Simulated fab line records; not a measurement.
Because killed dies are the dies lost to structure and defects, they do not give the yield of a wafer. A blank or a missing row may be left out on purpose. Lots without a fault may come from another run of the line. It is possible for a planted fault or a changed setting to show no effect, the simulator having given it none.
fab line records ; flow n5-finfet
record: lots: 7; wafers: 39
route steps=1938 shown BEOL_M15@1809 PAD_METAL@1895
start-h: hours from the record's opening day to when the first of the lot's shown wafers began ; wait-h: how many hours have passed since the lot's step before this one ; " the same as in the row above ; L1.1+2: a row that stands for several wafers ; - no value, or no start was given ; * or withheld: withheld ; < > ~ a bound
route shown NAME@n: a module of which the file shows steps, and the number in the route of the first ; usual: the fault-free wafers' mean and standard deviation ; same: alike in all rows ; chamber/n: place in a boat ; sites: per-site readings ; _std_site: their standard deviation ; _edge_site: mean of outer sites minus mean of inner sites ; radius-mm: how far each site lies from the wafer's centre ; mask NAME#n: copy n ; behind: the last tool/chamber to shape the wafer ; hold: cause of the lot's hold/its duration in hours/its outcome ; device: transistor that didn't switch, given as n, p or np ; end of line: the same wafers' tests at the end of the route ; for a step that has no rows: nothing shown but its recipe ; killed: dies lost to structure and defects at the first sort, not the wafer's yield ; map: dies across one wafer; x = killed, . = not, _ = none there
set.NAME: the run value of the setting; set.NAME@STEP: its run value at that earlier step ; model.NAME: the simulator's own value behind a step, which no gauge read
lots run with intentionally changed settings; tables by step, rows by wafer
== steps ==
step: N5_BEOL_M15_TRENCH_ETCH_34
recipe: chemistry: C4F8/O2/Ar; target: SiO2; target-depth-a: 8729.3; he-inner-torr: 15; he-outer-torr: 30; time-s: 199; ion-energy-ev: 800; pressure-mtorr: 20; source-w: 1905; bias-w: 2040; Ar_flow_sccm: 400; C4F8_flow_sccm: 16; O2_flow_sccm: 12
lot.wafer;tool;chamber;start-h;wait-h;set.target-depth-a;model.etch.depth-nm;model.coat_of_BEOL_M15_COAT_22.thk-nm;model.BEOL_M15.cd-nm
L075.1;rie-diel-03;2;261.47;0.0;5105;502.2;614.6;400.4
L075.2;rie-diel-03;0;261.47;0.0;8729.3;853.9;544.6;401.4
L075.3;rie-diel-03;1;261.47;0.0;5105;502.9;615;400.8
L075.4;rie-diel-03;1;261.47;0.0;5105;500.6;616.6;398
L075.5;rie-diel-03;0;261.47;0.0;8729.3;869.1;541.8;401.4
L075.6;rie-diel-03;2;261.47;0.0;8729.3;866.7;540.8;401.4
L077.1;rie-diel-06;2;264.74;0.0;8729.3;853.1;548.6;398.2
L077.2;rie-diel-06;0;264.74;0.0;13790;1395;437;402.8
L077.3;rie-diel-06;3;264.74;0.0;8729.3;877.1;543;400.2
L077.4;rie-diel-06;1;264.74;0.0;13790;1402;436.2;403.8
L077.5;rie-diel-06;1;264.74;0.0;8729.3;886.4;536.6;399.8
L077.6;rie-diel-06;2;264.74;0.0;13790;1359;445.8;402.8
L076.1;rie-diel-01;0;268.03;0.0;8729.3;876.5;544.4;398.8
L076.2;rie-diel-01;3;268.03;0.0;13580;1397;438.4;404
L076.3;rie-diel-01;1;268.03;0.0;13580;1388;438.2;404
L076.4;rie-diel-01;3;268.03;0.0;13580;1387;441.6;405.4
L076.5;rie-diel-01;1;268.03;0.0;8729.3;898.3;535.4;399.2
L076.6;rie-diel-01;0;268.03;0.0;8729.3;877.4;541;400.2
L086.1;rie-diel-03;0;318.27;0.0;8729.3;849.7;550.6;399.8
L086.2;rie-diel-03;2;318.27;0.0;8729.3;858.4;545.8;400.8
L086.3;rie-diel-03;1;318.27;0.0;8729.3;857;549.4;401
L086.4;rie-diel-03;3;318.27;0.0;8729.3;863.6;548.2;400.4
L086.5;rie-diel-03;2;318.27;0.0;8729.3;863.8;548.4;398.6
L086.6;rie-diel-03;3;318.27;0.0;8729.3;865.4;546.6;399.8
L089.1;rie-diel-01;1;336.32;0.0;8729.3;874.9;544.8;400.8
L089.2;rie-diel-01;0;336.32;0.0;4000;393.2;639.8;396
L089.3;rie-diel-01;2;336.32;0.0;4000;410.5;632.8;397.8
L089.4;rie-diel-01;3;336.32;0.0;8729.3;873.3;546;400
L089.5;rie-diel-01;2;336.32;0.0;8729.3;891.3;533.8;399.6
L089.6;rie-diel-01;3;336.32;0.0;4000;403.2;639.6;396
L092.1;rie-diel-01;0;353.95;0.0;8729.3;869;548.6;399
L092.2;rie-diel-01;2;353.95;0.0;6122;627;590.4;398.2
L092.3;rie-diel-01;1;353.95;0.0;6122;610.3;598.4;400.2
L092.4;rie-diel-01;3;353.95;0.0;8729.3;872.5;548.2;400.4
L092.5;rie-diel-01;2;353.95;0.0;6122;625.3;594.4;398.4
L092.6;rie-diel-01;1;353.95;0.0;8729.3;874.8;543.2;399.2
L093.1;rie-diel-01;3;363.78;0.0;8729.3;862;547.6;398.4
L093.4;rie-diel-01;1;363.78;0.0;8729.3;862.6;546.4;398
L093.5;rie-diel-01;1;363.78;0.0;8729.3;865.5;544.8;398.8
step: N5_BEOL_M15_STRIP_36
recipe: chemistry: O2; power-w: 600; temp-c: 60; pressure-mtorr: 30; rf-frequency-hz: 6e+07; bias-power-w: 0; overash-fraction: 0.3; o2-flow-sccm: 225
step: N5_BEOL_M15_ECD_47
recipe: material: Cu; target-thk-a: 18600
step: N5_BEOL_M15_ANNEAL_48
recipe: temp-c: 225; time-s: 90; ambient: N2
step: N5_BEOL_M15_CMP_49
recipe: stop-on: SiO2; t-overpolish-s: 4.9; down-force-psi: 2; platen-rpm: 80; clearing-platen-down-force-psi: 2; clearing-platen-rpm: 80; post-cmp-clean: cu-alkaline; target-thk-nm: 850; clearing-platen-pad-velocity-m-s: 1.5917; pad-velocity-m-s: 1.5917
lot.wafer;tool;chamber;start-h;wait-h;set.target-depth-a@BEOL_M15_TRENCH_ETCH_34;model.Cu_of_BEOL_M15_ECD_47.thk-nm
L075.1;cmp-01;3;265.00;0.3;5105;478.8
L075.2;cmp-01;0;265.00;0.3;8729.3;829.4
L075.3;cmp-01;1;265.00;0.3;5105;480
L075.4;cmp-01;2;265.00;0.3;5105;477.8
L075.6;cmp-01;3;265.00;0.3;8729.3;843.8
L075.5;cmp-01;0;265.00;0.3;8729.3;847.6
L077.3;cmp-01;1;270.09;0.2;8729.3;856.4
L077.2;cmp-01;2;270.09;0.2;13790;1371
L077.4;cmp-01;3;270.09;0.2;13790;1380
L077.1;cmp-01;0;270.09;0.2;8729.3;829.8
L077.5;cmp-01;1;270.09;0.2;8729.3;863.6
L077.6;cmp-01;2;270.09;0.2;13790;1336
L076.1;cmp-04;0;272.20;0.3;8729.3;853.8
L076.3;cmp-04;1;272.20;0.3;13580;1366
L076.4;cmp-04;2;272.20;0.3;13580;1363
L076.2;cmp-04;3;272.20;0.3;13580;1374
L076.6;cmp-04;0;272.20;0.3;8729.3;854.8
L076.5;cmp-04;1;272.20;0.3;8729.3;876
L086.2;cmp-04;1;324.26;0.2;8729.3;834.6
L086.3;cmp-04;2;324.26;0.2;8729.3;835
L086.1;cmp-04;3;324.26;0.2;8729.3;827.8
L086.4;cmp-04;0;324.26;0.2;8729.3;838.4
L086.6;cmp-04;1;324.26;0.2;8729.3;841.8
L086.5;cmp-04;2;324.26;0.2;8729.3;839.2
L089.2;cmp-04;0;338.98;0.2;4000;369.8
L089.4;cmp-04;1;338.98;0.2;8729.3;850
L089.1;cmp-04;2;338.98;0.2;8729.3;850.6
L089.3;cmp-04;3;338.98;0.2;4000;389
L089.6;cmp-04;0;338.98;0.2;4000;380
L089.5;cmp-04;1;338.98;0.2;8729.3;868.6
L092.1;cmp-04;1;355.53;0.3;8729.3;845.8
L092.4;cmp-04;2;355.53;0.3;8729.3;849.6
L092.2;cmp-04;3;355.53;0.3;6122;605.2
L092.3;cmp-04;0;355.53;0.3;6122;585.8
L092.6;cmp-04;1;355.53;0.3;8729.3;852
L092.5;cmp-04;2;355.53;0.3;6122;599.2
L093.1;cmp-01;0;367.39;0.3;8729.3;838.6
L093.4;cmp-01;3;367.39;0.3;8729.3;839.8
L093.5;cmp-01;0;367.39;0.3;8729.3;841.6
step: N5_BEOL_M15_THK_MEAS_50
recipe: thk-meas-gauge: xrf; reads: Cu_of_BEOL_M15_ECD_47
usual: M15_THK: 868/13
lot.wafer;tool;chamber;start-h;wait-h;set.target-depth-a@BEOL_M15_TRENCH_ETCH_34;M15_THK[nm]
L075.1;film-metro-02;-;265.30;-;5105;489
L075.2;film-metro-02;-;265.30;-;8729.3;845
L075.3;film-metro-02;-;265.30;-;5105;487
L075.4;film-metro-02;-;265.30;-;5105;486
L075.5;film-metro-02;-;265.30;-;8729.3;864
L075.6;film-metro-02;-;265.30;-;8729.3;859
L077.1;film-metro-02;-;270.38;-;8729.3;838
L077.2;film-metro-02;-;270.38;-;13790;-
L077.3;film-metro-02;-;270.38;-;8729.3;866
L077.4;film-metro-02;-;270.38;-;13790;-
L077.5;film-metro-02;-;270.38;-;8729.3;-
L077.6;film-metro-02;-;270.38;-;13790;1356
L076.1;film-metro-01;-;272.49;-;8729.3;874
L076.2;film-metro-01;-;272.49;-;13580;1413
L076.3;film-metro-01;-;272.49;-;13580;1402
L076.4;film-metro-01;-;272.49;-;13580;1393
L076.5;film-metro-01;-;272.49;-;8729.3;893
L076.6;film-metro-01;-;272.49;-;8729.3;872
L086.1;film-metro-02;-;324.55;-;8729.3;847
L086.2;film-metro-02;-;324.55;-;8729.3;-
L086.3;film-metro-02;-;324.55;-;8729.3;-
L086.4;film-metro-02;-;324.55;-;8729.3;858
L086.5;film-metro-02;-;324.55;-;8729.3;-
L086.6;film-metro-02;-;324.55;-;8729.3;860
L089.1;film-metro-01;-;339.28;-;8729.3;864
L089.2;film-metro-01;-;339.28;-;4000;376
L089.3;film-metro-01;-;339.28;-;4000;395
L089.4;film-metro-01;-;339.28;-;8729.3;864
L089.5;film-metro-01;-;339.28;-;8729.3;880
L089.6;film-metro-01;-;339.28;-;4000;382
L092.1;film-metro-01;-;355.83;-;8729.3;865
L092.2;film-metro-01;-;355.83;-;6122;615
L092.3;film-metro-01;-;355.83;-;6122;594
L092.4;film-metro-01;-;355.83;-;8729.3;867
L092.5;film-metro-01;-;355.83;-;6122;608
L092.6;film-metro-01;-;355.83;-;8729.3;868
L093.1;film-metro-02;-;367.68;-;8729.3;858
L093.4;film-metro-02;-;367.68;-;8729.3;862
L093.5;film-metro-02;-;367.68;-;8729.3;860
step: N5_BEOL_M15_PRE_CLEAN_52
recipe: gas: NH3; time-s: 15; temp-c: withheld; rf-power-w: 300
step: N5_BEOL_M15_DEP_53
recipe: material: SiCN; target-thk-a: 500; temp-c: withheld; precursor: 3MS/NH3; pressure-torr: 3; rf-w: 675; time-s: 17.8
step: N5_BEOL_M15_RS_MEAS_54
recipe: thk-meas-gauge: four-point-probe; reads: Cu_of_BEOL_M15_ECD_47+Ta_of_BEOL_M15_SPUTTER_44+TaN_of_BEOL_M15_SPUTTER_43
usual: M15_RS: 0.0215/0.00033
lot.wafer;tool;chamber;start-h;wait-h;set.target-depth-a@BEOL_M15_TRENCH_ETCH_34;M15_RS[ohm/sq]
L075.1;film-metro-02;-;265.42;0.0;5105;0.0389
L075.2;film-metro-02;-;265.42;0.0;8729.3;0.0222
L075.3;film-metro-02;-;265.42;0.0;5105;0.0387
L075.4;film-metro-02;-;265.42;0.0;5105;0.0388
L075.5;film-metro-02;-;265.42;0.0;8729.3;0.0217
L075.6;film-metro-02;-;265.42;0.0;8729.3;0.0217
L077.1;film-metro-01;-;270.51;0.0;8729.3;0.0221
L077.2;film-metro-01;-;270.51;0.0;13790;-
L077.3;film-metro-01;-;270.51;0.0;8729.3;0.0214
L077.4;film-metro-01;-;270.51;0.0;13790;-
L077.5;film-metro-01;-;270.51;0.0;8729.3;-
L077.6;film-metro-01;-;270.51;0.0;13790;0.0136
L076.1;film-metro-01;-;272.62;0.0;8729.3;0.0215
L076.2;film-metro-01;-;272.62;0.0;13580;0.0132
L076.3;film-metro-01;-;272.62;0.0;13580;0.0133
L076.4;film-metro-01;-;272.62;0.0;13580;0.0133
L076.5;film-metro-01;-;272.62;0.0;8729.3;0.0209
L076.6;film-metro-01;-;272.62;0.0;8729.3;0.0214
L086.1;film-metro-01;-;324.68;0.0;8729.3;0.0221
L086.2;film-metro-01;-;324.68;0.0;8729.3;-
L086.3;film-metro-01;-;324.68;0.0;8729.3;-
L086.4;film-metro-01;-;324.68;0.0;8729.3;0.0218
L086.5;film-metro-01;-;324.68;0.0;8729.3;-
L086.6;film-metro-01;-;324.68;0.0;8729.3;0.0218
L089.1;film-metro-02;-;339.41;0.0;8729.3;0.0216
L089.2;film-metro-02;-;339.41;0.0;4000;0.0506
L089.3;film-metro-02;-;339.41;0.0;4000;0.0481
L089.4;film-metro-02;-;339.41;0.0;8729.3;0.0216
L089.5;film-metro-02;-;339.41;0.0;8729.3;0.0211
L089.6;film-metro-02;-;339.41;0.0;4000;0.0493
L092.1;film-metro-02;-;355.96;0.0;8729.3;0.0217
L092.2;film-metro-02;-;355.96;0.0;6122;0.0305
L092.3;film-metro-02;-;355.96;0.0;6122;0.0315
L092.4;film-metro-02;-;355.96;0.0;8729.3;0.0216
L092.5;film-metro-02;-;355.96;0.0;6122;0.0308
L092.6;film-metro-02;-;355.96;0.0;8729.3;0.0215
L093.1;film-metro-02;-;367.81;0.0;8729.3;0.0219
L093.4;film-metro-02;-;367.81;0.0;8729.3;0.0218
L093.5;film-metro-02;-;367.81;0.0;8729.3;0.0218
step: N5_PASSIVATION_SPUTTER_20
recipe: material: TaN; target-thk-a: 500; temp-c: 25; chamber-pressure-pa: 0.4
lot.wafer;tool;chamber;start-h;wait-h;set.target-thk-a;model.TaN_of_PASSIVATION_SPUTTER_20.thk-nm
L075.1;pvd-sputter-03;-;273.89;0.0;500;51.4
L075.2;pvd-sputter-03;-;273.89;0.0;411.3;41.8
L075.3;pvd-sputter-03;-;273.89;0.0;411.3;42
L075.4;pvd-sputter-03;-;273.89;0.0;500;51
L075.5;pvd-sputter-03;-;273.89;0.0;411.3;42.2
L075.6;pvd-sputter-03;-;273.89;0.0;500;50.8
L076.1;pvd-sputter-02;-;281.31;0.0;500;49.8
L076.2+3;pvd-sputter-02;-;281.31;0.0;207.5;21.2
L076.4;pvd-sputter-02;-;281.31;0.0;500;50
L076.5;pvd-sputter-02;-;281.31;0.0;500;50.2
L076.6;pvd-sputter-02;-;281.31;0.0;207.5;21
L077.1;pvd-sputter-02;-;281.85;0.0;500;50.6
L077.2+6;pvd-sputter-02;-;281.85;0.0;500;50
L077.3;pvd-sputter-02;-;281.85;0.0;500;49.6
L077.4+5;pvd-sputter-02;-;281.85;0.0;500;50.4
L086.1;pvd-sputter-01;-;334.21;0.0;421.6;42.4
L086.2+3+6;pvd-sputter-01;-;334.21;0.0;500;50
L086.4;pvd-sputter-01;-;334.21;0.0;421.6;41.8
L086.5;pvd-sputter-01;-;334.21;0.0;421.6;42
L089.1+3;pvd-sputter-01;-;345.84;0.0;500;49.8
L089.2;pvd-sputter-01;-;345.84;0.0;500;50.6
L089.4+5;pvd-sputter-01;-;345.84;0.0;500;50.2
L089.6;pvd-sputter-01;-;345.84;0.0;500;50
L092.1;pvd-sputter-02;-;365.54;0.0;300.9;30.8
L092.2;pvd-sputter-02;-;365.54;0.0;500;50.6
L092.3;pvd-sputter-02;-;365.54;0.0;300.9;31.2
L092.4+5;pvd-sputter-02;-;365.54;0.0;500;51
L092.6;pvd-sputter-02;-;365.54;0.0;300.9;31
L093.1;pvd-sputter-03;-;376.92;0.0;500;50.2
L093.4+5;pvd-sputter-03;-;376.92;0.0;500;50
== key ==
split: step: N5_BEOL_M15_TRENCH_ETCH_34; setting: target-depth-a; stated: 8729.3; by: wafer
response: step: N5_BEOL_M15_TRENCH_ETCH_34; reading: model.etch.depth-nm; change: +8.86; per: 1%; r: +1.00
response: step: N5_BEOL_M15_TRENCH_ETCH_34; reading: model.coat_of_BEOL_M15_COAT_22.thk-nm; change: -1.77; per: 1%; r: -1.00
response: step: N5_BEOL_M15_TRENCH_ETCH_34; reading: model.BEOL_M15.cd-nm; change: +0.0647; per: 1%; r: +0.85
response: step: N5_BEOL_M15_CMP_49; reading: model.Cu_of_BEOL_M15_ECD_47.thk-nm; change: +8.85; per: 1%; r: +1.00
response: step: N5_BEOL_M15_THK_MEAS_50; reading: M15_THK; change: +9.02; per: 1%; r: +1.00
response: step: N5_BEOL_M15_RS_MEAS_54; reading: M15_RS; shape: bent; at-lowest: 0.0493; at-stated: 0.0217; at-highest: 0.0136
split: step: N5_PASSIVATION_SPUTTER_20; setting: target-thk-a; stated: 500; by: wafer
response: step: N5_PASSIVATION_SPUTTER_20; reading: model.TaN_of_PASSIVATION_SPUTTER_20.thk-nm; change: +0.497; per: 1%; r: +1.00
